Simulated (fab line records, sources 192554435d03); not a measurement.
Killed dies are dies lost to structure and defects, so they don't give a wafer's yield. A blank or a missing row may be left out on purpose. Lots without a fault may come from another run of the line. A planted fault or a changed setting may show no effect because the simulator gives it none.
Split-lot experiment | flow n5_finfet | 7 lots, 39 wafers read, on a route of 1938 steps

THE SPLIT
At N5_PASSIVATION_PECVD_35 (deposits SiNx from SiH4/NH3/N2, target thk 700 nm, time 151.3 s), the setting time_s was moved away from the recipe's 151.3 s on 15 of the 39 wafers read, by -57.6% to +49.2%. The other wafers ran this setting at the recipe's value.

The reading is taken at the split's own step.

THE READING
SiNx_of_PASSIVATION_PECVD_35.thk_nm (the simulator's own value, which no gauge read), in nm, at N5_PASSIVATION_PECVD_35 (deposits SiNx from SiH4/NH3/N2, target thk 700 nm, time 151.3 s). The file gives no usual value for it. The 24 wafers here that ran the recipe average 699.0 nm, standard deviation 8.1 nm.

wafer  | tool, chamber at the split | time_s as run, s | against the recipe | SiNx_of_PASSIVATION_PECVD_35.thk_nm, nm | against lot-mates on the recipe
L075.1 | pecvd-01, 2                | 212.7            | +40.6%             | 983.4                                   | +275.3
L075.2 | pecvd-01, 1                | 212.7            | +40.6%             | 989.6                                   | +281.5
L075.3 | pecvd-01, 0                | 151.3            | recipe             | 701.2                                   | -
L075.4 | pecvd-01, 0                | 151.3            | recipe             | 712.2                                   | -
L075.5 | pecvd-01, 1                | 212.7            | +40.6%             | 996.2                                   | +288.1
L075.6 | pecvd-01, 2                | 151.3            | recipe             | 711                                     | -
L074.1 | pecvd-03, 0                | 180.3            | +19.2%             | 819                                     | +122.4
L074.2 | pecvd-03, 1                | 180.3            | +19.2%             | 818.6                                   | +122.0
L074.3 | pecvd-03, 2                | 151.3            | recipe             | 685.4                                   | -
L074.4 | pecvd-03, 2                | 151.3            | recipe             | 701.6                                   | -
L074.5 | pecvd-03, 0                | 151.3            | recipe             | 702.8                                   | -
L074.6 | pecvd-03, 1                | 180.3            | +19.2%             | 833.6                                   | +137.0
L078.1 | pecvd-03, 0                | 151.3            | recipe             | 697.8                                   | -
L078.2 | pecvd-03, 2                | 151.3            | recipe             | 689.2                                   | -
L078.6 | pecvd-03, 2                | 151.3            | recipe             | 701                                     | -
L079.1 | pecvd-02, 1                | 151.3            | recipe             | 703.8                                   | -
L079.2 | pecvd-02, 2                | 151.3            | recipe             | 696                                     | -
L079.3 | pecvd-02, 0                | 225.7            | +49.2%             | 1040                                    | +335.0
L079.4 | pecvd-02, 2                | 225.7            | +49.2%             | 1054                                    | +349.0
L079.5 | pecvd-02, 1                | 151.3            | recipe             | 715.2                                   | -
L079.6 | pecvd-02, 0                | 225.7            | +49.2%             | 1055                                    | +350.0
L081.1 | pecvd-01, 2                | 151.3            | recipe             | 693                                     | -
L081.2 | pecvd-01, 1                | 64.18            | -57.6%             | 293.4                                   | -408.2
L081.3 | pecvd-01, 0                | 64.18            | -57.6%             | 297.8                                   | -403.8
L081.4 | pecvd-01, 0                | 64.18            | -57.6%             | 304                                     | -397.6
L081.5 | pecvd-01, 1                | 151.3            | recipe             | 708.4                                   | -
L081.6 | pecvd-01, 2                | 151.3            | recipe             | 703.4                                   | -
L085.1 | pecvd-03, 2                | 151.3            | recipe             | 692                                     | -
L085.2 | pecvd-03, 1                | 151.3            | recipe             | 684.2                                   | -
L085.3 | pecvd-03, 0                | 151.3            | recipe             | 691.8                                   | -
L085.4 | pecvd-03, 2                | 151.3            | recipe             | 708.2                                   | -
L085.5 | pecvd-03, 1                | 151.3            | recipe             | 693.6                                   | -
L085.6 | pecvd-03, 0                | 151.3            | recipe             | 695                                     | -
L097.1 | pecvd-03, 0                | 190.9            | +26.2%             | 879.8                                   | +183.3
L097.2 | pecvd-03, 2                | 151.3            | recipe             | 692.2                                   | -
L097.3 | pecvd-03, 1                | 190.9            | +26.2%             | 867.4                                   | +170.9
L097.4 | pecvd-03, 2                | 190.9            | +26.2%             | 886.8                                   | +190.3
L097.5 | pecvd-03, 1                | 151.3            | recipe             | 701.4                                   | -
L097.6 | pecvd-03, 0                | 151.3            | recipe             | 696                                     | -

THE FIT
A straight line over all 39 wafers: SiNx_of_PASSIVATION_PECVD_35.thk_nm changes by +7.02 nm for each +1% of time_s; r = +1.00; the points scatter about the line by 8.7 nm.
The same after taking each lot's own level away (the mean of its wafers on the recipe; 39 wafers): +6.98 nm for each +1%; r = +1.00; scatter 6.9 nm.
On that fit, the largest move of time_s shifts the reading by 4e+02 nm.
The lots' own levels span 694.13 to 708.13 nm, that is 1.7 times the standard deviation above.
So the lot-to-lot level changes the slope little: the two slopes agree.
Check: with one of the wafers moved furthest among these (-57.6%) left out of the fit, the line predicts -401 nm for it against its lot-mates. It came out at -408 nm against them.

OTHER SPLITS ON THESE WAFERS
These wafers also went through other splits before the reading. Each is held against what the fit with the lots' levels taken away leaves over:
other split on the same wafers    | wafers away from the commonest value | r with SiNx_of_PASSIVATION_PECVD_35.thk_nm (lot level and that fit taken away)
N5_BEOL_M14_TRENCH_ETCH_34 time_s | 18                                   | -0.01
N5_MIM_BOT_SPUTTER_00 time_s      | 12                                   | +0.04

THE FILE'S OWN FIT
SiNx_of_PASSIVATION_PECVD_35.thk_nm changes by +6.97 nm for each +1% of time_s, r = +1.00.
